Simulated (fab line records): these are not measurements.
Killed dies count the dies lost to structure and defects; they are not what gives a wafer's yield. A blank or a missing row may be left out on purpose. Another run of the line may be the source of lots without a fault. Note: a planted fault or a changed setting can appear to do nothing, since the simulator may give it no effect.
A struck lot beside a sound one || flow nand-harc || 42 steps out of a route of 1302
Sound: the wafers L334.2, L334.3, L334.6. Wafers struck: L347.4, L347.6. The cause comes at the end.
For every step that has rows: the tool of each side, followed by ch and its chambers, followed by its first start. Under that, the readings that differ: sound wafers || struck wafers || difference of the means || sigmas: that difference in standard deviations of wafers without a fault.
alike: readings with means less than 2 such deviations apart, plus words and numbers identical on both sides. not compared: withheld readings, readings lacking a value on some wafer, bounds such as >300 that could conceal the same value, and numbers that have no deviation in the record and whose values overlap.
A row with sigmas, a row that says differs or no value, or rows on one side alone: a step with any of these is where the two part. Numbers that have no deviation but don't overlap get no sigmas and don't part them. Lack of a reading on every wafer of one side parts them only where that side has two or more wafers.

first, 6 steps without rows for these wafers: NHARC_A_SLIT_COAT_03 (resist thk 90 nm); NHARC_A_SLIT_SOFTBAKE_04 (time 55 s); NHARC_A_SLIT_EBR_05; NHARC_A_SLIT_EXPOSE_06 (exposes mask SLIT); NHARC_A_SLIT_PEB_07 (peb time 65 s); NHARC_A_SLIT_DEVELOP_08 (develop time 35 s).
NHARC_A_SLIT_CD_MEAS_09 targets a cd of 300 nm.
  sound on cd-sem-03 ch 0, day 20 07:15; struck on cd-sem-03 ch 0, day 25 17:40
{"reading": "cd-nm (nm)", "sound": "299.9 300.6 300.3", "struck": "298.6 298.9", "difference": -1.5, "sigmas": -3}
NHARC_A_SLIT_OVL_MEAS_10:
  sound: overlay-01 at day 20 07:20; struck: overlay-01 at day 25 17:45
{"reading": "overlay-x-nm (nm)", "sound": "1.3 0.9 1.7", "struck": "-0.4 -0.9", "difference": -2.0, "sigmas": -2}
  alike: overlay-y-nm
NHARC_A_SLIT_INSPECT_11:
  sound: defect-inspect-02 at day 20 07:22; struck: defect-inspect-01 at day 25 17:47
  alike: raw-defect-count
then, 3 steps without rows for these wafers: NHARC_A_SLIT_DESCUM_14 (chemistry O2, time 3 s); NHARC_A_SLIT_ETCH_24 (etches the open film in CF4/CHF3, target depth 121 nm, time 60.5 s); NHARC_A_SLIT_ETCH_15 (etches the open film in O2/COS, target depth 6200 nm, time 1612 s).
NHARC_A_SLIT_ETCH_17: etches the open film in C4F8/O2/Ar, time 4254.5 s, target depth 20300 nm.
  sound on har-etch-02 ch 0,1, day 20 12:58; struck on har-etch-01 ch 1, day 25 20:18
{"reading": "drypump-motor-current-A (A)", "sound": "5.63 5.85 5.66", "struck": "6.07 6.06", "difference": "+0.35", "sigmas": "+2"}
{"reading": "throttle-valve-pct (%)", "sound": "32.057 32.063 32.036", "struck": "32.043 32.029", "difference": -0.016, "sigmas": -2}
  alike: he-backside-leak-sccm, mfc-ar-sccm, showerhead-plenum-p-Torr
  not compared: rf-hours-counter-h
then, 6 steps without rows for these wafers: NHARC_A_SLIT_ETCH_26 (etches the open film in C4F8/O2/Ar, time 90 s, target depth 400 nm); NHARC_A_SLIT_STRIP_28 (strips in O2/COS); NHARC_A_SLIT_ETCH_29 (etches the open film in CF4/O2, target depth 100 nm, overetch 10 nm, time 55 s); NHARC_A_SLIT_STRIP_18 (strips in O2); NHARC_A_SLIT_PRECLEAN_19 (cleans in SC1); NHARC_A_SLIT_SRD_20.
NHARC_A_SLIT_CD_MEAS_21:
  sound: cd-sem-02 at day 20 17:25; struck: cd-sem-03 at day 26 00:08
  alike: cd-nm
then, 3 steps without rows for these wafers: NHARC_A_SIN_REMOVE_WET_00 (chemistry H3PO4, time 15300 s); NHARC_A_SIN_REMOVE_PRECLEAN_01 (cleans in SC1); NHARC_A_SIN_REMOVE_SRD_02.
NHARC_A_SIN_REMOVE_INSPECT_04:
  sound: defect-inspect-02 at day 21 00:07; struck: defect-inspect-02 at day 26 06:55
{"reading": "raw-defect-count", "sound": "377 449 459", "struck": "753 641", "difference": "+269", "sigmas": "+3"}
NHARC_A_WL_FILL_ALD_00: deposits Al2O3, target thk 3 nm, pulse time 3 s, ald cycles 30.
  sound on ald-hk-01 ch 1,3, day 21 05:37; struck on ald-hk-04 ch 0,1, day 26 07:02
  alike: heater-power-w, precursor-pulse-height-rel, susceptor-temp-C
then, 2 steps without rows for these wafers: NHARC_A_WL_FILL_RTA_01 (time 5 s); NHARC_A_WL_FILL_ALD_02 (deposits TiN, target thk 2 nm, pulse time 3 s, ald cycles 100).
NHARC_A_WL_FILL_CVD_03: deposits W, target thk 40 nm, time 279 s.
  sound on cvd-w-02 ch 1, day 21 06:32; struck on cvd-w-02 ch 1, day 26 07:59
  alike: heater-power-w, mfc-ar-sccm, throttle-valve-pct
  not compared: susceptor-temp-C
then, 1 step without rows for these wafers: NHARC_A_WL_FILL_ETCHBACK_04 (etches the open film in NF3, target depth 60 nm, time 120 s).
NHARC_A_WL_FILL_ETCHBACK_05: etches the open film in Cl2/BCl3, target depth 22 nm, time 60 s.
  sound on rie-metal-02 ch 0,1, day 21 07:10; struck on rie-metal-01 ch 0,1, day 26 08:32
{"reading": "oes-product-au (a.u.)", "sound": "1.003 1.001 1.002", "struck": "0.992 0.983", "difference": -0.014, "sigmas": -2}
  alike: drypump-motor-current-A, he-backside-leak-sccm
  not compared: rf-hours-counter-h
NHARC_A_WL_FILL_STRIP_27: strips in N2/H2, time 20 s.
  sound on plasma-asher-01 ch 0,1, day 21 07:19; struck on plasma-asher-01 ch 0,1, day 26 08:41
  alike: drypump-motor-current-A, heater-power-w
  not compared: rf-hours-counter-h
then, 6 steps without rows for these wafers: NHARC_A_WL_FILL_STRIP_28 (strips in post etch residue remover, time 1200 s); NHARC_A_WL_FILL_PRECLEAN_06 (cleans in DIW, time 300 s); NHARC_A_WL_FILL_SRD_07; NHARC_A_WL_FILL_ANNEAL_08 (time 1800 s); NHARC_A_WL_FILL_ALD_10 (deposits SiO2, target thk 50 nm, pulse time 10 s, ald cycles 500); NHARC_A_WL_FILL_ETCHBACK_16 (etches the open film in C4F8/O2/Ar, target depth 120 nm, time 24 s).
NHARC_A_WL_FILL_STRIP_29: strips in O2, time 20 s.
  sound on rie-diel-06 ch 0,2,3, day 21 16:56; struck on rie-diel-06 ch 2,3, day 26 21:58
  alike: drypump-motor-current-A, mfc-ar-sccm, oes-product-au, rf-vpp-V, showerhead-plenum-p-Torr, throttle-valve-pct
  not compared: rf-hours-counter-h
then, 1 step without rows for these wafers: NHARC_A_WL_FILL_ETCHBACK_17 (etches the open film in Cl2/BCl3, target depth 4 nm, time 26.7 s).
NHARC_A_M0_DESCUM_14: chemistry O2, time 3 s.
  the record has rows for the sound wafers here (rie-diel-05 ch 2, day 23 10:26) and none for the struck ones
NHARC_A_M0_ETCH_15: etches the open film in C4F8/Ar, target depth 150 nm, overetch 15 nm, time 82.5 s.
  the record has rows for the sound wafers here (rie-diel-02 ch 0,1,2, day 23 10:49) and none for the struck ones
following that, these wafers have no rows for 1 step: NHARC_END_SORT_01.

## WHERE THEY PART
First at NHARC_A_SLIT_CD_MEAS_09; last, within this record, at NHARC_A_M0_ETCH_15.

WHY: whatever the simulator had introduced
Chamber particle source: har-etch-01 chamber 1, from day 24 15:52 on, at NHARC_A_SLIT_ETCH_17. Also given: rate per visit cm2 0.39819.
